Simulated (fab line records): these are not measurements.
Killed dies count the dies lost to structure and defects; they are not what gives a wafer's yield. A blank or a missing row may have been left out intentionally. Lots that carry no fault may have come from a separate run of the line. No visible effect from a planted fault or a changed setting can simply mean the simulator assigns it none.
fab line records	flow n5-finfet
record lots=5	wafers=15	last-day=16
route steps=1938 shown BEOL_M2@916 BEOL_M4@1111 PASSIVATION@1936
lots that met no fault: from a run of the same line without faults
start-h: hours from the record's opening day to when the first of the lot's shown wafers began	wait-h: hours elapsed since this lot's preceding step	" repeats the value in the row above	L1.1+2: one row covering several wafers at once	- either no value or no given start	* or withheld: withheld	< > ~ a bound
route shown NAME@n: names a module that has steps shown in the file, with the first one's number in the route	usual: mean/standard deviation of fault-free wafers	same: alike in all rows	chamber/n: place in a boat	sites: the reading at each site	_std_site: how widely they spread, as a standard deviation	_edge_site: the outer-site mean with the inner-site mean subtracted	radius-mm: for every site, how far away it sits from the centre of the wafer	mask NAME#n: copy n	behind: tool/chamber where the wafer was last shaped	hold: what put the lot on hold/how long, in hours/how the hold closed	device: the n, p or np transistor that did not switch	end of line: tests run on the same wafers once the route is complete	for a step that has no rows: nothing shown but its recipe	killed: dies that structure and defects cost at the first sort, which is not the same as the wafer's yield	map: per-die view of a wafer (x killed, . not killed, _ where there is no die)
set.NAME: the setting the step ran with; set.NAME@STEP: the setting that earlier step ran with	model.NAME: the simulator's own value behind a step, which no gauge read
a table for each step, a row for each wafer; lots at some steps of the route
services: the hour from which a tool's chamber was out of use, counted from the record's first day as start-h (under 0 if before that day), plus the number of hours and why
## steps
# step N5_BEOL_M2_SPUTTER_92
# recipe material=Cu	target-thk-a=45	temp-c=-20	chamber-pressure-pa=0.07	power-w=withheld	time-s=8.29
# step N5_BEOL_M2_ANNEAL_93
# recipe temp-c=400	time-s=240	ambient=vacuum
# step N5_BEOL_M2_SPUTTER_94
# recipe material=Cu	target-thk-a=45	temp-c=-20	chamber-pressure-pa=0.07	power-w=withheld	time-s=8.29
# usual chamber-pressure-pa=0.06999/0.00012	substrate-temp-c=-20.01/0.11	susceptor-temp-C=-20.00/0.11	throttle-valve-pct=30.0/0.83
lot.wafer	tool	chamber	start-h	wait-h	chamber-pressure-pa	substrate-temp-c	susceptor-temp-C	throttle-valve-pct
L321.1	pvd-sputter-01	-	154.84	0.1	0.07013	-19.88	-20.11	31.4
L321.2	"	-	"	"	0.06991	-19.82	-19.93	30.3
L321.5	"	-	"	"	0.07004	-20.00	-19.95	29.2
L325.3	pvd-sputter-02	-	176.17	0.1	0.06987	-20.04	-19.95	29.2
L325.4	"	-	"	"	0.0702	-20.08	-19.79	28.7
L325.6	"	-	"	"	0.06991	-20.01	-20.08	29.8
L329.1	pvd-sputter-01	-	205.14	0.1	0.07005	-19.99	-19.98	31.1
L329.2	"	-	"	"	0.06988	-20.11	-20.02	29.2
L329.3	"	-	"	"	0.06999	-19.98	-20.01	30.4
L336.1	pvd-sputter-03	-	236.68	0.1	0.07004	-19.86	-20.01	30.2
L336.2	"	-	"	"	0.06996	-19.77	-19.92	30.5
L336.5	"	-	"	"	0.07025	-19.98	-20.03	29.8
L338.2	pvd-sputter-03	-	245.86	0.1	0.06994	-19.91	-20.20	30.6
L338.3	"	-	"	"	0.07008	-20.07	-20.09	30.0
L338.5	"	-	"	"	0.07012	-19.89	-20.00	29.9
# step N5_BEOL_M2_ANNEAL_95
# recipe temp-c=400	time-s=240	ambient=vacuum
# step N5_BEOL_M2_SPUTTER_96
# recipe material=Cu	target-thk-a=45	temp-c=-20	chamber-pressure-pa=0.07	power-w=withheld	time-s=8.29
# usual chamber-pressure-pa=0.06998/0.00014	substrate-temp-c=-20.01/0.11	susceptor-temp-C=-20.01/0.1	throttle-valve-pct=30.0/0.83
lot.wafer	tool	chamber	start-h	wait-h	chamber-pressure-pa	substrate-temp-c	susceptor-temp-C	throttle-valve-pct
L321.1	pvd-sputter-01	-	155.06	0.1	0.06972	-20.08	-19.94	31.0
L321.2	"	-	"	"	0.0699	-20.02	-19.93	30.0
L321.5	"	-	"	"	0.07018	-20.05	-20.12	28.8
L325.3	pvd-sputter-02	-	176.39	0.1	0.07001	-20.00	-20.10	28.8
L325.4	"	-	"	"	0.07015	-20.14	-19.94	28.4
L325.6	"	-	"	"	0.06963	-19.85	-19.96	29.9
L329.1	pvd-sputter-01	-	205.36	0.1	0.07012	-19.96	-20.15	31.5
L329.2	"	-	"	"	0.06997	-20.02	-20.21	28.9
L329.3	"	-	"	"	0.07011	-19.73	-20.03	29.7
L336.1	pvd-sputter-03	-	236.90	0.1	0.0699	-19.97	-19.96	30.3
L336.2	"	-	"	"	0.07003	-19.93	-19.92	30.5
L336.5	"	-	"	"	0.06996	-19.91	-20.16	29.8
L338.2	pvd-sputter-03	-	246.08	0.1	0.06999	-20.14	-20.12	30.7
L338.3	"	-	"	"	0.06988	-20.01	-19.94	29.8
L338.5	"	-	"	"	0.06982	-20.17	-20.02	30.1
# step N5_BEOL_M2_ECD_50
# recipe material=Cu	target-thk-a=3000
# step N5_BEOL_M2_ANNEAL_51
# recipe temp-c=225	time-s=90	ambient=N2
# usual wafer_temp_C_max=226.2/0.31
lot.wafer	tool	chamber	start-h	wait-h	wafer_temp_C_max
L321.1	rtp-anneal-01	0	155.25	0.1	226.3
L321.2	"	0	"	"	226.4
L321.5	"	0	"	"	226.1
L325.3	rtp-anneal-02	0	176.67	0.1	225.6
L325.4	"	0	"	"	225.7
L325.6	"	0	"	"	225.4
L329.1	rtp-anneal-02	0	205.57	0.1	226.3
L329.2	"	0	"	"	225.9
L329.3	"	0	"	"	225.9
L336.1	rtp-anneal-02	0	237.10	0.1	225.7
L336.2	"	0	"	"	226.4
L336.5	"	0	"	"	226.3
L338.2	rtp-anneal-01	0	246.32	0.1	226.2
L338.3	"	0	"	"	226.4
L338.5	"	0	"	"	226.3
# step N5_BEOL_M2_CMP_52
# recipe stop-on=SiOC	t-overpolish-s=6.8	down-force-psi=1	platen-rpm=50	clearing-platen-down-force-psi=1.5	clearing-platen-rpm=50	post-cmp-clean=cu-alkaline	target-thk-nm=40	clearing-platen-pad-velocity-m-s=0.99484	pad-velocity-m-s=0.99484
# step N5_BEOL_M2_THK_MEAS_53
# recipe thk-meas-gauge=xrf	reads=Cu_of_BEOL_M2_ECD_50
# usual M2_THK=40.4/2
lot.wafer	tool	chamber	start-h	wait-h	M2_THK[nm]
L321.1	film-metro-01	-	155.84	-	41.2
L321.2	"	-	"	"	44.7
L321.5	"	-	"	"	44.8
L325.3	film-metro-01	-	177.18	-	43.2
L325.4	"	-	"	"	40.6
L325.6	"	-	"	"	41.8
L329.1	film-metro-01	-	206.18	-	43.5
L329.2	"	-	"	"	42.8
L329.3	"	-	"	"	39.7
L336.1	film-metro-02	-	237.69	-	43.0
L336.2	"	-	"	"	41.0
L336.5	"	-	"	"	42.5
L338.2	film-metro-02	-	246.86	-	41.4
L338.3	"	-	"	"	40.0
L338.5	"	-	"	"	39.4
# step N5_BEOL_M2_PRE_CLEAN_60
# recipe gas=NH3/H2	time-s=15	temp-c=*	rf-power-w=300
# usual heater-power-w=84/6	susceptor-temp-C=*
lot.wafer	tool	chamber	start-h	wait-h	heater-power-w	susceptor-temp-C
L321.1	cvd-co-02	1	155.93	0.1	76	*
L321.2	"	2	"	"	91	*
L321.5	"	2	"	"	90	*
L325.3	cvd-co-02	2	177.23	0.1	93	*
L325.4	"	1	"	"	76	*
L325.6	"	2	"	"	89	*
L329.1	cvd-co-01	2	206.21	0.0	77	*
L329.2	"	0	"	"	81	*
L329.3	"	1	"	"	89	*
L336.1	cvd-co-01	0	237.82	0.1	80	*
L336.2	"	1	"	"	90	*
L336.5	"	0	"	"	82	*
L338.2	cvd-co-02	1	246.90	0.0	76	*
L338.3	"	0	"	"	88	*
L338.5	"	2	"	"	92	*
# step N5_BEOL_M2_CO_CAP_55
# recipe material=Co	target-thk-a=20	temp-c=200	precursor=CCTBA/H2	pressure-torr=30	time-s=102.1
# usual chamber-pressure-Torr=29.99/0.056	heater-power-w=234/8.1	susceptor-temp-C=199.99/0.14
lot.wafer	tool	chamber	start-h	wait-h	chamber-pressure-Torr	heater-power-w	susceptor-temp-C
L321.1	cvd-co-02	1	155.97	0.0	30.03	222	199.76
L321.2	"	2	"	"	29.93	245	199.95
L321.5	"	2	"	"	29.86	244	200.35
L325.3	cvd-co-02	2	177.31	0.1	30.02	236	200.05
L325.4	"	1	"	"	29.98	229	199.82
L325.6	"	2	"	"	29.93	244	200.03
L329.1	cvd-co-01	2	206.25	0.0	30.09	228	200.06
L329.2	"	0	"	"	30.03	232	200.06
L329.3	"	1	"	"	29.95	246	200.18
L336.1	cvd-co-01	0	237.86	0.0	29.97	232	200.00
L336.2	"	1	"	"	29.99	239	200.05
L336.5	"	0	"	"	29.99	229	199.73
L338.2	cvd-co-02	1	246.94	0.0	30.00	227	199.95
L338.3	"	0	"	"	30.01	236	200.10
L338.5	"	2	"	"	30.03	242	199.91
# step N5_BEOL_M2_PRE_CLEAN_56
# recipe gas=NH3	time-s=15	temp-c=withheld	rf-power-w=300
# step N5_BEOL_M2_DEP_57
# recipe material=SiCN	target-thk-a=80	temp-c=withheld	precursor=3MS/NH3	pressure-torr=3	rf-w=202	time-s=14
# usual chamber-pressure-Torr=2.999/0.0068	showerhead-plenum-p-Torr=3.665/0.015	throttle-valve-pct=8.8/0.46
lot.wafer	tool	chamber	start-h	wait-h	chamber-pressure-Torr	showerhead-plenum-p-Torr	throttle-valve-pct	model.SiCN_of_BEOL_M2_DEP_57.thk-nm
L321.1	pecvd-03	2	156.10	0.0	2.994	3.655	9.0	8
L321.2	"	0	"	"	3.009	3.668	8.6	7.8
L321.5	"	2	"	"	2.998	3.654	8.6	8.2
L325.3	pecvd-01	2	177.43	0.0	3.001	3.684	7.7	8
L325.4	"	0	"	"	3.001	3.668	9.1	8
L325.6	"	1	"	"	3.006	3.650	8.5	8
L329.1	pecvd-03	1	206.39	0.0	3.006	3.690	9.3	7.8
L329.2	"	0	"	"	3.000	3.673	8.5	8
L329.3	"	1	"	"	3.010	3.680	9.6	7.8
L336.1	pecvd-01	1	237.99	0.0	2.997	3.661	8.6	7.6
L336.2	"	2	"	"	2.997	3.689	7.9	7.8
L336.5	"	2	"	"	2.991	3.691	8.1	8.4
L338.2	pecvd-02	1	247.07	0.0	3.003	3.660	9.2	7.8
L338.3	"	0	"	"	2.997	3.648	8.2	8
L338.5	"	0	"	"	3.005	3.650	8.4	8.2
# step N5_BEOL_M2_RS_MEAS_58
# recipe thk-meas-gauge=four-point-probe	reads=Co_of_BEOL_M2_CO_CAP_55+Cu_of_BEOL_M2_ECD_50+Co_of_BEOL_M2_CVD_47+TaN_of_BEOL_M2_ALD_84
# usual M2_RS=0.66/0.04
lot.wafer	tool	chamber	start-h	wait-h	M2_RS[ohm/sq]
L321.1	film-metro-02	-	156.19	0.1	0.65
L321.2	"	-	"	"	0.58
L321.5	"	-	"	"	0.58
L325.3	film-metro-02	-	177.49	0.1	0.61
L325.4	"	-	"	"	0.65
L325.6	"	-	"	"	0.63
L329.1	film-metro-02	-	206.47	0.1	0.61
L329.2	"	-	"	"	0.62
L329.3	"	-	"	"	0.69
L336.1	film-metro-01	-	238.09	0.1	0.60
L336.2	"	-	"	"	0.64
L336.5	"	-	"	"	0.62
L338.2	film-metro-02	-	247.15	0.1	0.64
L338.3	"	-	"	"	0.67
L338.5	"	-	"	"	0.68
# step N5_BEOL_M4_RC_MEAS_101
# usual DIBL_N=37.1/2.4	DIBL_P=37/3	IOFF_N=0.18/0.053	IOFF_P=0.21/0.05	ION_N=674/14	ION_P=459/9.2	SS_N=72.1/0.9	SS_P=73.4/0.89	VT_N=250/3.8	VT_P=-251/3.7
lot.wafer	tool	chamber	start-h	wait-h	DIBL_N[mV/V]	DIBL_P[mV/V]	IOFF_N[nA/um]	IOFF_P[nA/um]	ION_N[uA/um]	ION_P[uA/um]	SS_N[mV/dec]	SS_P[mV/dec]	VT_N[mV]	VT_P[mV]
L321.1	prober-01	0	182.67	0.0	36.8	36	0.16	0.22	678	461	72.7	73.6	252	-251
L321.2	"	0	"	"	40.1	36	0.30	0.23	662	457	75.4	72.7	248	-248
L321.5	"	0	"	"	36.4	38	0.15	0.23	674	466	71.4	73.4	253	-247
L325.3	prober-02	0	206.00	0.3	32.0	29	0.08	0.10	628	434	71.0	71.1	261	-260
L325.4	"	0	"	"	35.8	34	0.13	0.15	657	442	71.5	72.9	255	-257
L325.6	"	0	"	"	35.8	34	0.13	0.14	645	438	71.7	72.4	255	-259
L329.1	prober-01	0	229.62	0.0	37.4	35	0.15	0.16	662	448	71.6	72.4	251	-257
L329.2	"	0	"	"	38.4	36	0.19	0.19	681	452	71.8	73.2	245	-253
L329.3	"	0	"	"	33.7	32	0.10	0.13	653	448	71.1	72.6	257	-258
L336.1	prober-02	0	273.79	0.0	39.2	38	0.18	0.23	677	459	72.7	73.7	252	-248
L336.2	"	0	"	"	40.9	40	0.24	0.26	708	474	72.5	74.2	245	-248
L336.5	"	0	"	"	36.8	36	0.15	0.19	681	465	72.0	72.7	251	-253
L338.2	prober-01	0	280.71	0.2	43.0	45	0.32	0.38	703	473	73.5	75.2	244	-241
L338.3	"	0	"	"	36.5	37	0.17	0.24	678	472	71.8	73.4	247	-246
L338.5	"	0	"	"	40.2	42	0.27	0.33	698	474	72.7	74.8	241	-244
# step N5_PASSIVATION_PROBE_49
# usual defect-limited-yield=91.6/1.4	killed_at_M0_to_M3=32/9.5	killed_at_M4_up=13/6	killed-at-contacts=12/5.6	killed-at-front-end=39/11	killed-at-other=2.8/2.3	killed-dies=99/16	killed-open=65/12	killed-short=32/7.6	sort_bin_4_leakage=0.1/0.88	sort_bin_5_function=4.8/0.88	sort_bin_6_memory=3.2/0.65	sort_bin_8_speed=0.2/2	sort-n-pass=1077/29	sort-yield-pct=91.2/2.5
# same gross-dies=1180	killed-at-back-side=0
lot.wafer	tool	chamber	start-h	wait-h	defect-limited-yield[%]	killed_at_M0_to_M3	killed_at_M4_up	killed-at-contacts	killed-at-front-end	killed-at-other	killed-dies	killed-open	killed-short	sort_bin_4_leakage[%]	sort_bin_5_function[%]	sort_bin_6_memory[%]	sort_bin_8_speed[%]	sort-n-pass	sort-yield-pct[%]
L321.1	prober-01	-	286.97	0.0	91.2	35	11	16	42	0	104	76	28	0	4.9	3.6	0	1076	91.2
L321.2	prober-01	-	287.02	0.1	91.5	19	7	5	67	2	100	66	33	0	5.4	2.7	0	1080	91.5
L321.5	prober-01	-	287.17	0.2	92.5	23	19	8	39	0	89	63	25	0	4.6	2.7	0	1091	92.5
L329.1	prober-01	-	335.28	0.0	91.5	31	12	11	43	3	100	58	30	0	4.7	2.8	0	1080	91.5
L329.2	prober-01	-	335.33	0.1	90.9	35	13	20	39	0	107	66	36	0	5.3	3.3	0	1073	90.9
L329.3	prober-01	-	335.38	0.1	89.8	49	21	14	34	2	120	85	33	0	5.8	4.2	0	1060	89.8
L336.5	prober-01	-	375.92	0.9	91.8	21	17	16	42	1	97	68	19	0	4.3	2.9	0	1083	91.8
# killed by level:class
L321.1 MOL_CONTACT_COAG:geometric-particle:open=13 FIN_SAQP:geometric-particle:short=9 FIN_SAQP:geometric-particle:open=8 STI_FIN_REVEAL:geometric-particle:open=8 BEOL_M3:geometric-particle:open=8 BEOL_M0_SAQP:geometric-particle:open=7 BEOL_M1:geometric-particle:open=6 BEOL_M2:geometric-particle:open=6
L321.2 STI_FIN_REVEAL:geometric-particle:open=17 FIN_SAQP:geometric-particle:short=15 FIN_SAQP:geometric-particle:open=11 DUMMY_GATE:geometric-particle:open=7 MOL_CONTACT_COAG:geometric-particle:open=5 BEOL_M1:geometric-particle:open=4 BEOL_M3:geometric-particle:open=4 STARTING-WAFER:geometric-particle:short=4
L321.5 FIN_SAQP:geometric-particle:open=11 BEOL_M3:geometric-particle:open=8 FIN_SAQP:geometric-particle:short=7 BEOL_M4:geometric-particle:open=7 STI_FIN_REVEAL:geometric-particle:open=6 MOL_CONTACT_COAG:geometric-particle:open=6 STARTING-WAFER:geometric-particle:open=5 BEOL_M0_SAQP:geometric-particle:short=4
L329.1 MOL_CONTACT_COAG:geometric-particle:open=10 BEOL_M0_SAQP:geometric-particle:short=10 FIN_SAQP:geometric-particle:short=9 HKMG_FIN:area-etch=9 STI_FIN_REVEAL:geometric-particle:open=8 BEOL_M0_SAQP:geometric-particle:open=8 FIN_SAQP:geometric-particle:open=6 BEOL_M1:geometric-particle:open=5
L329.2 MOL_CONTACT_COAG:geometric-particle:open=15 BEOL_M0_SAQP:geometric-particle:short=14 FIN_SAQP:geometric-particle:short=8 DUMMY_GATE:geometric-particle:open=7 BEOL_M0_SAQP:geometric-particle:open=7 FIN_SAQP:geometric-particle:open=6 STI_FIN_REVEAL:geometric-particle:open=5 MOL_CONTACT_COAG:geometric-particle:short=5
L329.3 MOL_CONTACT_COAG:geometric-particle:open=14 BEOL_M0_SAQP:geometric-particle:short=13 BEOL_M0_SAQP:geometric-particle:open=11 DUMMY_GATE:geometric-particle:open=8 BEOL_M4:geometric-particle:open=8 FIN_SAQP:geometric-particle:short=7 BEOL_M0:geometric-particle:open=7 BEOL_M2:geometric-particle:open=7
L336.5 MOL_CONTACT_COAG:geometric-particle:open=15 STI_FIN_REVEAL:geometric-particle:open=11 HKMG_FIN:area-etch=10 BEOL_M4:geometric-particle:open=8 BEOL_M0_SAQP:geometric-particle:open=5 DUMMY_GATE:geometric-particle:short=4 GATE_CUT:geometric-particle:open=4 BEOL_M2:geometric-particle:open=4
## services
tool	chamber	start-h	hours	kind
pvd-sputter-01	-	131.79	0.9	repair
pecvd-03	1	151.52	7.0	repair
pecvd-01	-	161.94	0.6	repair
cvd-co-02	-	164.73	2.8	pm
cvd-co-02	0	176.20	9.3	repair
pecvd-03	2	202.38	-	clean
pecvd-03	2	202.38	-	consumable-replace:showerhead
pecvd-03	2	202.38	29.0	scheduled-down
pecvd-03	2	202.38	29.0	vent-cycle
rtp-anneal-01	-	214.33	2.1	pm
pecvd-03	1	215.67	2.1	scheduled-down
pecvd-01	-	222.27	2.8	pm
pecvd-03	-	228.10	5.5	pm
cvd-co-02	-	236.57	0.5	repair
pecvd-01	0	237.40	3.7	repair
pecvd-02	2	242.89	5.5	scheduled-down
## key
first-sign none at tools or gauges
model-effect step=N5_BEOL_M2_DEP_57	value=SiCN_of_BEOL_M2_DEP_57.thk-nm	without=8	struck=8.4
met-at N5_BEOL_M2_DEP_57
struck-wafers L336.5
baseline-loss step=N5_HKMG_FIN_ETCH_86	wafers=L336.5
onset-between 177.43 237.99
fault kind=process-parameter-drift	tool=pecvd-01	chamber=-	onset-h=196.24	steps=N5_BEOL_M2_DEP_57	channel=time-s	offset=*	shape=step	end-h=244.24	scope=struck-wafers-only	acts-in=*	stated=*
# baseline-loss: these wafers lose ten dies or more at that step, a loss of the line's own and not of a fault; the sort's usual values leave them out
